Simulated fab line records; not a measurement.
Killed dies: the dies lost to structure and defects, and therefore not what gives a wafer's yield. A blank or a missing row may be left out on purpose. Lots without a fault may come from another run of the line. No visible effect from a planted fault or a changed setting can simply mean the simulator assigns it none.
Chamber matching	flow nandHarc	NHARC_A_STAIRCASE_DESCUM_11 on rieDiel-05: 4 sister chambers
The step chemistry O2, time 3 s. 14 wafers are shown with their chamber, then 7 later ones without.

== WAFERS PAIRED WITH THEIR CHAMBERS ==
wafer	chamber	drypumpMotorCurrentA (A)	showerheadPlenumPTorr (Torr)	oesProductAu (a.u.)
L076.1	0	6.7	1.78	0.997
L076.2	1	6.2	1.99	0.999
L076.6	0	6.7	1.78	1.017
L083.2	1	6.2	1.99	0.980
L083.3	3	5.2	1.92	1.009
L083.4	2	5.8	1.86	0.999
L086.3	2	5.8	1.85	0.999
L086.5	2	5.9	1.85	1.000
L086.6	3	5.2	1.92	1.007
L088.2	1	6.2	1.98	0.988
L088.3	3	5.2	1.92	1.005
L088.4	0	6.8	1.77	0.991
L089.3	1	6.2	1.98	0.985
L089.4	3	5.2	1.92	1.015

SIGNATURES, as means of the wafers listed above
reading	chamber 0	chamber 1	chamber 2	chamber 3	scatter within a chamber
drypumpMotorCurrentA	6.733	6.200	5.833	5.200	0.0365
showerheadPlenumPTorr	1.7767	1.9850	1.8533	1.9200	0.00483
oesProductAu	1.00167	0.98800	0.99933	1.00900	0.00788
Rule: for each reading, subtract the chamber's mean from the wafer's reading, divide by that reading's scatter and square the result; add these up over the readings and take the root, which gives the wafer's distance from the chamber. The wafer belongs to the nearest chamber; if the next one is less than 2 further off, it can't be placed. The scatter: take each reading less its chamber's mean, square it, sum over the shown wafers, divide by the number of wafers less the number of chambers, and take the root.

== WAFERS WITH NO CHAMBER GIVEN ==
wafer	drypumpMotorCurrentA (A)	showerheadPlenumPTorr (Torr)	oesProductAu (a.u.)
L089.6	6.7	1.77	0.997
L090.4	6.2	1.98	0.982
L090.5	6.8	1.77	0.983
L090.6	6.2	1.98	0.983
L093.2	5.8	1.84	0.993
L093.4	5.2	1.91	1.004
L093.5	6.2	1.98	0.984

== THE CHAMBER EACH PASSED THROUGH ==
wafer	from the rows above	in truth
L089.6	0	0
L090.4	1	1
L090.5	0	0
L090.6	1	1
L093.2	2	2
L093.4	3	3
L093.5	1	1
Placed correctly: 7 of 7. Number that these rows cannot place: 0. Number placed wrongly: 0.
